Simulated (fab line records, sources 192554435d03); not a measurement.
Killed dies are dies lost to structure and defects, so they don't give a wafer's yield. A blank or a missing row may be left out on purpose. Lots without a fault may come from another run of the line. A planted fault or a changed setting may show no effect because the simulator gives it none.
A struck lot beside a sound one | flow n5_finfet | 40 steps out of a route of 1938
Sound: wafers L929.3, L929.4, L929.5. Struck: wafer L921.6. (L921.1, L921.2 of the same lot were not struck and are left out.) The cause comes at the end.
At each step with rows: each side's tool, then ch and its chambers, then its first start. Under that, the readings that differ: sound wafers | struck wafers | difference of the means | sigmas: that difference in standard deviations of wafers without a fault.
alike: readings whose means differ by less than 2 such deviations, and words and numbers that are the same on both sides. not compared: withheld readings, readings that some wafer has no value for, bounds like >300 that may hide the same value, and numbers for which the record gives no deviation and whose values overlap.
The two part at a step that has a row with sigmas, a row that says differs or no value, or rows on one side only. Numbers that don't overlap but have no deviation are shown without sigmas and don't part them. A reading that every wafer of one side lacks parts them only if that side has two wafers or more.

first, 9 steps without rows for these wafers: N5_MOL_CONTACT_COAG_CVD_140 (deposits W, target thk 66.5 nm, time 215 s); N5_MOL_CONTACT_COAG_PRECLEAN_127 (cleans in DIW, time 57.5 s); N5_MOL_CONTACT_COAG_SRD_128 (dry time 32 s); N5_MOL_CONTACT_COAG_CMP_52 (polishes, stops on SiO2, t overpolish 1.5 s, target thk 66.5 nm); N5_MOL_CONTACT_COAG_ANNEAL_112 (time 1800 s); N5_BEOL_M0_SAQP_PECVD_00 (deposits SiCN from 3MS/NH3, target thk 8 nm, time 14 s); N5_BEOL_M0_SAQP_ILD_DEP_01 (deposits SiOC from DEMS/O2, target thk 45.419 nm, time 8.7 s); N5_BEOL_M0_SAQP_HM_DEP_02 (deposits TiN, target thk 12 nm); N5_BEOL_M0_SAQP_PECVD_03 (deposits SiCN from 3MS/NH3, target thk 12 nm, time 21.1 s).
N5_BEOL_M0_SAQP_PECVD_96: deposits a-Si from SiH4/He, target thk 45 nm, time 45.2 s.
  sound on pecvd-03 ch 0,1,2, day 9 21:30; struck on pecvd-01 ch 1, day 7 20:02
  alike: heater_power_w, showerhead_plenum_p_Torr, showerhead_vpp_V, throttle_valve_pct
then, 11 steps without rows for these wafers: N5_BEOL_M0_SAQP_PECVD_97 (deposits SiNx from SiH4/NH3/N2, target thk 23 nm, time 19.9 s); N5_BEOL_M0_SAQP_PECVD_04 (deposits a-Si from SiH4/He, target thk 60 nm, time 60.2 s); N5_BEOL_M0_SAQP_HM_DEP_111 (deposits SiO2 from SiH4/N2O, target thk 12 nm, time 7.2 s); N5_BEOL_M0_SAQP_COAT_81 (time 60 s, resist thk 100 nm); N5_BEOL_M0_SAQP_COAT_82 (time 60 s, resist thk 30 nm); N5_BEOL_M0_SAQP_COAT_08 (resist thk 90 nm); N5_BEOL_M0_SAQP_EBR_10; N5_BEOL_M0_SAQP_SOFTBAKE_09 (time 60 s); N5_BEOL_M0_SAQP_EXPOSE_11 (exposes mask M0 CORE, target cd 42 nm); N5_BEOL_M0_SAQP_PEB_12 (peb time 60 s); N5_BEOL_M0_SAQP_DEVELOP_13 (develop time 30 s).
N5_BEOL_M0_SAQP_INSPECT_16: inspects for defects (brightfield).
  sound on defect_inspect-02, day 9 22:22; struck on defect_inspect-01, day 7 20:44
  reading          | sound       | struck | difference | sigmas
  raw_defect_count | 377 328 543 | 1359   | +943       | +7
then, 14 steps without rows for these wafers: N5_BEOL_M0_SAQP_DESCUM_19 (chemistry O2, time 7.9 s); N5_BEOL_M0_SAQP_ETCH_83 (etches SiARC in CF4, target depth 39 nm, time 65 s); N5_BEOL_M0_SAQP_ETCH_84 (etches SOC in N2/H2, target depth 100 nm, overetch 20 nm, time 150 s); N5_BEOL_M0_SAQP_STRIP_80 (strips in N2/H2); N5_BEOL_M0_SAQP_HM_OPEN_112 (chemistry CHF3/O2, target SiO2, stops on a-Si, target depth 12 nm, time 13.5 s); N5_BEOL_M0_SAQP_STRIP_113 (strips in CHF3/O2); N5_BEOL_M0_SAQP_MANDREL_ETCH_20 (etches a-Si in HBr/Cl2, stops on SiNx, target depth 60 nm, bt time 10 s, time 30 s); N5_BEOL_M0_SAQP_STRIP_86 (strips in N2/H2); N5_BEOL_M0_SAQP_STRIP_115 (strips in post etch residue remover, time 60 s); N5_BEOL_M0_SAQP_SRD_93 (time 30 s); N5_BEOL_M0_SAQP_RECESS_114 (chemistry HF/NH3, target SiO2, target depth 14.4 nm, afs cycles 3, sublimation time 60 s); N5_BEOL_M0_SAQP_SPACER1_ALD_98 (deposits SiO2, target thk 12.8 nm, pulse time 1 s, purge time 2 s); N5_BEOL_M0_SAQP_SPACER1_ETCHBACK_99 (etches SiO2 in CHF3/O2, target depth 15.4 nm, time 7.7 s); N5_BEOL_M0_SAQP_MANDREL1_REMOVE_100 (chemistry HBr/Cl2/O2, target a-Si, stops on SiNx, bt time 10 s).
N5_BEOL_M0_SAQP_INSPECT_42: inspects for defects (brightfield).
  sound on defect_inspect-01, day 10 03:26; struck on defect_inspect-01, day 8 00:31
  reading          | sound       | struck | difference | sigmas
  raw_defect_count | 272 173 320 | 1246   | +991       | +9
N5_BEOL_M0_CUTY_INSPECT_59: inspects for defects (macro).
  sound on defect_inspect-01, day 10 05:01; struck on defect_inspect-01, day 8 03:25
  reading          | sound | struck | difference | sigmas
  raw_defect_count | 5 1 1 | >300   | differs    |
-- the record jumps here: 2 days lie between the struck wafers' starts before and after (it left off in module BEOL_M0_CUTY and takes up again in module BEOL_M4, whose first step shown is number 1111 of the route) --
N5_BEOL_M4_RC_MEAS_101:
  sound on prober-01 ch 0, day 12 19:33; struck on prober-01 ch 0, day 10 11:46
  reading        | sound             | struck | difference | sigmas
  DIBL_N (mV/V)  | 36.1 34.7 35.6    | 39.1   | +3.6       | +2
  DIBL_P (mV/V)  | 37.3 34.2 35.9    | 40.8   | +5.0       | +2
  IOFF_N (nA/um) | 0.156 0.123 0.140 | 0.215  | +0.075     | +3
  ION_N (uA/um)  | 672 654 668       | 690    | +25        | +2
  SS_P (mV/dec)  | 72.6 72.0 72.1    | 75.2   | +3.0       | +4
  alike: IOFF_P, ION_P, SS_N, VT_N, VT_P
-- the record jumps here: 5 days lie between the struck wafers' starts before and after (it left off in module BEOL_M4 and takes up again in module PASSIVATION, whose first step shown is number 1936 of the route) --
N5_PASSIVATION_PROBE_49:
  the record has rows for the struck wafers here (prober-02, day 15 01:19) and none for the sound ones

WHERE THEY PART
First at N5_BEOL_M0_SAQP_INSPECT_16; last, within this record, at N5_PASSIVATION_PROBE_49.

WHY: what the simulator had put in
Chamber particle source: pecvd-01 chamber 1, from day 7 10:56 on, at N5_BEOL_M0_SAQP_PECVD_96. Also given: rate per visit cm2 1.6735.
